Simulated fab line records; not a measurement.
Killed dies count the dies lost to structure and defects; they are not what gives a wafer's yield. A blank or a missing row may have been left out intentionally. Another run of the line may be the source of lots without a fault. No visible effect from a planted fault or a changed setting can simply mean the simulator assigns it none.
Chamber matching ; flow n5-finfet ; N5_MIM_TOP_ALD_00 on ald-hk-02 has 4 sister chambers
The step deposits Al2O3, purge time 3 s, co reactant pulse time 3 s. 4 wafers are shown with their chamber, then 12 later ones without.

WAFERS PAIRED WITH THEIR CHAMBERS
wafer;chamber;precursor-pulse-height-rel
L084.3;0;0.972
L082.2;3;0.978
L082.3;1;0.976
L082.6;2;1.009

WAFERS MISSING THEIR CHAMBER
wafer;precursor-pulse-height-rel
L080.1;1.019
L080.4;0.997
L080.6;1.012
L088.3;1.012
L088.5;1.008
L088.6;0.993
L089.2;1.006
L089.3;0.986
L089.5;0.988
L095.2;1.022
L095.5;1.030
L095.6;0.984

EACH ONE'S CHAMBER
wafer;from the rows above;in truth
L080.1;2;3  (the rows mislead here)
L080.4;can't be placed: 2 or 3 or 1 or 0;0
L080.6;2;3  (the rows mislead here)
L088.3;2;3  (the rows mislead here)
L088.5;2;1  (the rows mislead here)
L088.6;can't be placed: 3 or 2 or 1 or 0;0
L089.2;2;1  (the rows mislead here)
L089.3;can't be placed: 3 or 1 or 0 or 2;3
L089.5;can't be placed: 3 or 1 or 0 or 2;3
L095.2;2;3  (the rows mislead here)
L095.5;2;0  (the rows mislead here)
L095.6;can't be placed: 3 or 1 or 0 or 2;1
Correct placement for 0 of the 12. From these rows, 5 cannot be placed; in 5 the true chamber is one of the candidates. Number placed wrongly: 7.
How it was worked out, from the rows above alone: a wafer's distance from a chamber is the root of the sum, over the readings, of the square of ((its reading less the chamber's mean) divided by the reading's scatter). If the next closest chamber is less than 2 further off than the closest, the wafer can't be placed; otherwise it belongs to the closest. A chamber's mean is the mean of its shown wafers. The scatter: with one shown wafer a chamber, the root of the mean of the squares of how far each hidden wafer lies from its nearest shown one.
